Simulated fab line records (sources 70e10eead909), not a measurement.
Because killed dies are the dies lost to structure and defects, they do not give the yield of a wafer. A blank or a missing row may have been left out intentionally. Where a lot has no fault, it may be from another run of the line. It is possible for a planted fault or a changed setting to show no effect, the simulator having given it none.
2 desks looking at one fault -- flow nand harc -- what lay behind the numbers comes last; until then each desk has only its own

== FOR THE TOOL OWNER'S DESK: ald hk-01 ==
The tool's own readings at NHARC_A_CHANNEL_FILL_D1_ALD_02 (deposits SiO2, target thk 6 nm, pulse time 10 s, ald cycles 60): means of the sampled wafers that have a number, for each lot that ran on this tool. Any lot whose mean is over 4 standard deviations away from the usual mean is out of limits and marked OUT; that distance is given in the brackets.
Columns: A = heater power outer w at NHARC_A_CHANNEL_FILL_D1_ALD_02, usual 268 W; B = heater power w at NHARC_A_CHANNEL_FILL_D1_ALD_02, usual 472 W; C = precursor pulse height rel at NHARC_A_CHANNEL_FILL_D1_ALD_02, usual 1.002
lot,first seen here,A,B,C
L483,day 9 00:56,267,452,1.016
L485,day 9 14:13,287,493,0.992
L487,day 10 14:22,284,483,0.996
L496,day 14 04:35,254,443,0.999
L503,day 17 04:35,244,420,1.004
L502,day 17 09:04,256,444,1.003
Finding of this desk: none of the 6 lots has anything out of limits.

== AT THE METROLOGY DESK ==
What the gauges read, lot by lot, whatever tool the lot ran on: means of the sampled wafers that have a number. Any lot whose mean is over 4 standard deviations away from the usual mean is out of limits and marked OUT; that distance is given in the brackets.
Columns: A = cd nm at NHARC_A_CHANNEL_HOLE_D1_CD_MEAS_30, usual 90.4 nm
lot,first seen here,A
L483,day 9 00:20,89.4
L485,day 9 13:50,89.9
L486,day 10 05:48,89.6
L487,day 10 13:54,89.2
L489,day 11 04:46,90.7
L491,day 12 08:30,91.0
L494,day 13 07:53,89.9
L496,day 14 04:04,89.9
L503,day 17 04:12,90.6
L502,day 17 08:36,90.6
Finding of this desk: none of the 10 lots has anything out of limits.

== ALL TOGETHER ==
The desk of the tool owner found nothing out of limits.
Nothing out of limits was seen by the metrology desk.

== WHAT THE SIMULATOR HAD INSERTED ==
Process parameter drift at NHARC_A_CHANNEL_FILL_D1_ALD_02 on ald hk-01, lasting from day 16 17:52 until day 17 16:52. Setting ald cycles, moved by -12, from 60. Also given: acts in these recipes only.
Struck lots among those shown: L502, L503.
